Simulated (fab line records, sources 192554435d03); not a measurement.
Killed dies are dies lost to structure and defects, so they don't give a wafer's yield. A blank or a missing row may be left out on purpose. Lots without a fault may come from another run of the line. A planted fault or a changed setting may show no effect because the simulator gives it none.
fab line records | flow n5_finfet | part 2 of 2: steps 5 to 6 of 6
record lots=21 wafers=63 last_day=20
route steps=1938 shown SD_EPI_N@278 SDB@357 DUMMY_REMOVAL@377 HKMG_FIN@401
lots that met no fault: from a run of the same line without faults
start_h: hours from the record's first day to the start of the lot's first wafer shown | wait_h: hours since the lot's step before | " the same as in the row above | L1.1+2: a row that stands for several wafers | - no value, or no start given | * or withheld: withheld | < > ~ a bound
route shown NAME@n: a module of which the file shows steps, and the number in the route of the first | usual: mean/standard deviation of fault-free wafers | same: alike in all rows | chamber/n: place in a boat | sites: the reading at each site | _std_site: their standard deviation | _edge_site: outer sites' mean less inner sites' | radius_mm: how far each site lies from the wafer's centre | mask NAME#n: copy n | behind: the tool/chamber that last shaped the wafer | hold: why the lot was held/for how many hours/how that ended | device: the transistor (n, p or np) that didn't switch | end of line: the same wafers' tests at the end of the route | a step without rows: its recipe alone | killed: dies lost to structure and defects at the first sort, not the wafer's yield | map: a wafer's dies, x killed, . not, _ none there
set.NAME: the setting as run; set.NAME@STEP: as run at that earlier step | model.NAME: the simulator's own value behind a step, which no gauge read
steps of the route over a sample of lots; a table a step, a row a wafer
services: from which hour (start_h, from the record's first day; less than 0 if before it) a tool's chamber was out of use, for how many hours, and why
## steps
# step N5_HKMG_FIN_ALD_79
# recipe material=TiN target_thk_a=15 temp_c=400 ald_precursor_family=TiCl4 ald_co_reactant=NH3 pulse_time_s=1 purge_time_s=3 co_reactant_purge_time_s=2 co_reactant_pulse_time_s=2 ald_cycles=68 pressure_torr=3
# usual heater_power_w=875/92 precursor_pulse_height_rel=1.000/0.021
# columns lot.wafer tool chamber start_h wait_h heater_power_w precursor_pulse_height_rel
L075.2 ald_metal-02 0 81.51 0.0 924 1.019
L075.3 " 1 " " 937 1.013
L075.6 " 1 " " 929 1.006
L076.1 ald_metal-02 3 86.33 0.0 843 0.999
L076.2 " 0 " " 936 0.981
L076.4 " 2 " " 966 0.998
L077.2 ald_metal-01 3 92.20 0.0 884 0.993
L077.5 " 1 " " 727 1.006
L077.6 " 2 " " 919 1.002
L078.1 ald_metal-02 0 97.73 0.0 938 0.967
L078.4 " 3 " " 846 1.018
L078.6 " 3 " " 858 0.990
L079.1 ald_metal-02 1 104.77 0.0 954 0.950
L079.3 " 3 " " 844 1.012
L079.5 " 2 " " 943 1.019
L080.1 ald_metal-01 1 110.79 0.0 710 1.021
L080.3 " 0 " " 992 1.032
L080.5 " 3 " " 882 0.984
L081.2 ald_metal-03 1 115.38 0.0 734 1.013
L081.5 " 1 " " 774 0.992
L081.6 " 0 " " 1039 0.991
L082.2 ald_metal-03 0 121.89 0.0 1028 0.986
L082.3 " 3 " " 785 0.979
L082.5 " 2 " " 849 1.004
L083.3 ald_metal-03 1 126.65 0.0 772 1.017
L083.4 " 0 " " 1044 1.019
L083.5 " 1 " " 768 0.948
L084.2 ald_metal-01 3 132.84 0.0 890 0.956
L084.4 " 2 " " 912 1.003
L084.5 " 0 " " 970 0.988
L085.2 ald_metal-03 0 139.73 0.0 997 1.009
L085.3 " 1 " " 754 1.002
L085.4 " 3 " " 772 1.008
L086.2 ald_metal-01 2 145.73 0.0 912 0.966
L086.3 " 1 " " 707 0.972
L086.4 " 0 " " 985 0.998
L087.1 ald_metal-01 2 150.96 0.0 871 1.029
L087.4 " 3 " " 870 1.019
L087.6 " 0 " " 991 1.007
L088.1 ald_metal-02 0 157.71 0.0 919 1.001
L088.2 " 3 " " 843 0.991
L088.4 " 1 " " 934 0.971
L090.2 ald_metal-01 3 168.19 0.0 878 1.023
L090.3 " 0 " " 1011 1.003
L090.6 " 0 " " 996 1.018
L091.1 ald_metal-03 2 176.37 0.0 857 1.007
L091.3 " 0 " " 1026 1.006
L091.6 " 1 " " 765 1.013
L092.1 ald_metal-03 2 180.20 0.1 875 1.027
L092.2 " 1 " " 755 1.026
L092.6 " 2 " " 859 0.975
L094.1 ald_metal-01 1 206.02 0.0 726 0.976
L094.2 " 2 " " 897 0.975
L094.3 " 3 " " 888 0.996
L095.4 ald_metal-03 0 206.38 0.0 1021 1.035
L095.5 " 3 " " 744 1.003
L095.6 " 2 " " 858 1.013
L096.2 ald_metal-02 1 216.88 0.0 929 1.020
L096.3 " 0 " " 910 1.000
L096.6 " 1 " " 946 0.984
L097.1 ald_metal-01 2 217.84 0.2 905 1.003
L097.2 " 0 " " 1006 1.014
L097.5 " 3 " " 877 1.026
# step N5_HKMG_FIN_STRIP_89
# recipe chemistry=N2/H2 material=SOC time_s=20 power_w=500 temp_c=40 pressure_mtorr=50 rf_frequency_hz=6e+07 bias_power_w=8 h2_frac=0.5 n2_flow_sccm=300 h2_flow_sccm=300
# usual drypump_motor_current_A=5.9/0.47 oes_product_au=0.79/0.069 rf_fwd_power_W=497.3/1.8 rf_vpp_V=54.4/0.81 showerhead_plenum_p_Torr=3.40/0.095 throttle_valve_pct=19.15/0.19
# columns lot.wafer tool chamber start_h wait_h drypump_motor_current_A oes_product_au rf_fwd_power_W rf_hours_counter_h rf_vpp_V showerhead_plenum_p_Torr throttle_valve_pct
L075.2 rie_diel-05 0 89.71 0.0 5.7 0.84 493.5 45 55.1 3.56 19.26
L075.3 " 2 " " 6.0 0.75 497.7 174 55.2 3.48 19.13
L075.6 " 2 " " 6.1 0.75 498.8 - 53.9 3.48 19.13
L076.1 rie_diel-05 2 89.91 0.0 6.0 0.74 496.8 174 54.3 3.48 19.12
L076.2 " 3 " " 6.0 0.86 496.1 64 55.3 3.26 19.01
L076.4 " 1 " " 6.6 0.81 497.6 115 54.9 3.38 19.15
L077.2 rie_diel-01 2 95.74 0.0 5.0 0.70 494.8 214 53.7 3.45 18.72
L077.5 " 0 " " 6.5 0.90 498.0 - 55.0 3.30 18.93
L077.6 " 3 " " 5.2 0.80 497.2 - 53.7 3.40 19.14
L078.1 rie_diel-01 0 101.13 0.0 6.5 0.91 499.7 23 54.0 3.30 18.92
L078.4 " 1 " " 5.7 0.79 496.0 139 53.4 3.37 19.43
L078.6 " 3 " " 5.2 0.81 496.0 - 54.7 3.40 19.13
L079.1 rie_diel-05 2 108.16 0.0 6.1 0.74 497.1 179 54.2 3.48 19.13
L079.3 " 1 " " 6.6 0.80 499.8 120 54.5 3.38 19.16
L079.5 " 2 " " 6.1 0.76 497.9 - 57.0 3.48 19.12
L080.1 rie_diel-05 2 114.04 0.0 6.1 0.74 499.3 181 54.3 3.48 19.14
L080.3 " 0 " " 5.7 0.85 495.1 54 55.3 3.56 19.28
L080.5 " 3 " " 6.0 0.84 498.8 - 54.0 3.26 19.01
L081.2 rie_diel-05 3 118.82 0.0 6.0 0.84 497.3 74 53.1 3.26 19.03
L081.5 " 1 " " 6.6 0.80 497.0 - 55.7 3.38 19.17
L081.6 " 2 " " 6.1 0.74 499.8 - 56.1 3.48 19.14
L082.2 rie_diel-05 3 125.15 0.0 6.0 0.84 494.5 76 53.8 3.26 19.01
L082.3 " 0 " " 5.7 0.83 497.0 58 53.8 3.55 19.31
L082.5 " 0 " " 5.7 0.83 499.4 - 55.1 3.55 19.30
L083.3 rie_diel-05 2 129.90 0.0 6.1 0.73 498.0 187 54.0 3.48 19.15
L083.4 " 0 " " 5.7 0.83 496.3 60 55.8 3.55 19.29
L083.5 " 2 " " 6.1 0.74 499.1 - 54.4 3.48 19.13
L084.2 rie_diel-04 3 136.25 0.0 5.5 0.98 497.7 2 53.7 3.45 19.12
L084.4 " 1 " " 6.2 0.68 494.0 241 54.4 3.31 19.03
L084.5 " 3 " " 5.5 0.99 497.8 - 53.9 3.45 19.11
L085.2 rie_diel-01 1 143.61 0.0 5.6 0.77 498.4 156 54.2 3.36 19.45
L085.3 " 3 " " 5.2 0.79 495.4 114 53.8 3.39 19.18
L085.4 " 2 " " 5.0 0.69 496.9 231 53.5 3.44 18.74
L086.2 rie_diel-01 2 149.45 0.0 5.0 0.69 496.5 234 53.4 3.44 18.75
L086.3 " 3 " " 5.2 0.78 495.7 116 54.3 3.39 19.17
L086.4 " 0 " " 6.5 0.87 496.2 43 54.8 3.29 18.96
L087.1 rie_diel-04 2 154.84 0.0 5.5 0.72 497.1 174 54.9 3.34 19.54
L087.4 " 0 " " 6.2 0.67 498.1 249 53.4 3.44 19.04
L087.6 " 0 " " 6.2 0.67 499.5 - 54.0 3.44 19.03
L088.1 rie_diel-05 0 160.96 0.0 5.7 0.82 496.2 66 56.6 3.55 19.33
L088.2 " 3 " " 6.0 0.83 495.1 83 54.5 3.25 19.04
L088.4 " 3 " " 6.0 0.83 496.0 - 54.0 3.25 19.03
L090.2 rie_diel-01 1 171.56 0.0 5.6 0.76 497.3 166 52.5 3.35 19.46
L090.3 " 3 " " 5.2 0.78 495.6 124 54.5 3.39 19.17
L090.6 " 3 " " 5.2 0.78 495.9 - 54.0 3.39 19.18
L091.1 rie_diel-05 3 180.42 0.0 6.0 0.81 494.6 91 52.7 3.25 19.05
L091.3 " 2 " " 6.1 0.74 497.8 195 54.9 3.47 19.17
L091.6 " 0 " " 5.7 0.81 492.2 - 54.7 3.54 19.33
L092.1 rie_diel-05 2 183.90 0.0 6.0 0.73 495.9 197 53.5 3.47 19.16
L092.2 " 3 " " 6.0 0.81 498.8 92 55.0 3.25 19.04
L092.6 " 0 " " 5.7 0.81 497.2 - 55.0 3.55 19.33
L094.1 rie_diel-05 1 209.42 0.0 6.6 0.78 498.9 146 54.3 3.37 19.21
L094.2 " 3 " " 6.0 0.81 498.6 99 53.4 3.24 19.07
L094.3 " 0 " " 5.7 0.81 493.8 82 54.4 3.54 19.34
L095.4 rie_diel-01 0 209.81 0.0 6.5 0.86 496.9 - 53.5 3.28 19.00
L095.5 " 3 " " 5.2 0.76 494.8 - 53.7 3.38 19.20
L095.6 " 1 " " 5.7 0.75 501.0 - 53.6 3.34 19.50
L096.2 rie_diel-05 1 220.19 0.0 6.6 0.77 497.0 151 54.1 3.37 19.23
L096.3 " 0 " " 5.7 0.80 496.9 86 54.0 3.54 19.36
L096.6 " 2 " " 6.1 0.72 497.2 - 54.7 3.46 19.17
L097.1 rie_diel-04 1 221.37 0.0 6.2 0.95 493.4 5 55.7 3.29 18.63
L097.2 " 3 " " 5.5 0.90 497.4 36 55.0 3.43 19.16
L097.5 " 2 " " 5.5 0.70 496.8 - 52.6 3.33 19.58
## services
# columns tool chamber start_h hours kind
rie_diel-01 - 34.66 15.6 pm
rie_diel-04 1 61.26 8.9 repair
ald_metal-01 - 89.01 2.8 pm
rie_diel-03 1 92.93 14.9 repair
ald_metal-01 - 100.45 0.6 repair
rie_diel-04 - 119.54 2.3 repair
rie_diel-06 2 125.76 11.1 repair
ald_metal-02 2 127.61 13.4 repair
rie_diel-05 - 132.88 14.6 pm
ald_metal-02 1 137.33 14.8 repair
rie_diel-03 1 145.19 1.6 repair
rie_diel-06 - 158.33 2.8 pm
rie_diel-06 2 163.27 9.2 repair
rie_diel-05 1 173.90 8.8 repair
rie_diel-04 1 176.16 8.1 repair
rie_diel-03 - 177.21 0.8 repair
ald_metal-02 - 179.38 14.6 pm
rie_diel-01 0 182.28 1.9 repair
rie_diel-01 2 190.80 1.6 repair
ald_metal-02 - 193.98 2.8 pm
ald_metal-03 - 211.76 14.6 pm
rie_diel-02 2 214.00 6.4 repair
rie_diel-04 0 214.62 7.9 repair
rie_diel-02 1 219.30 40.8 repair
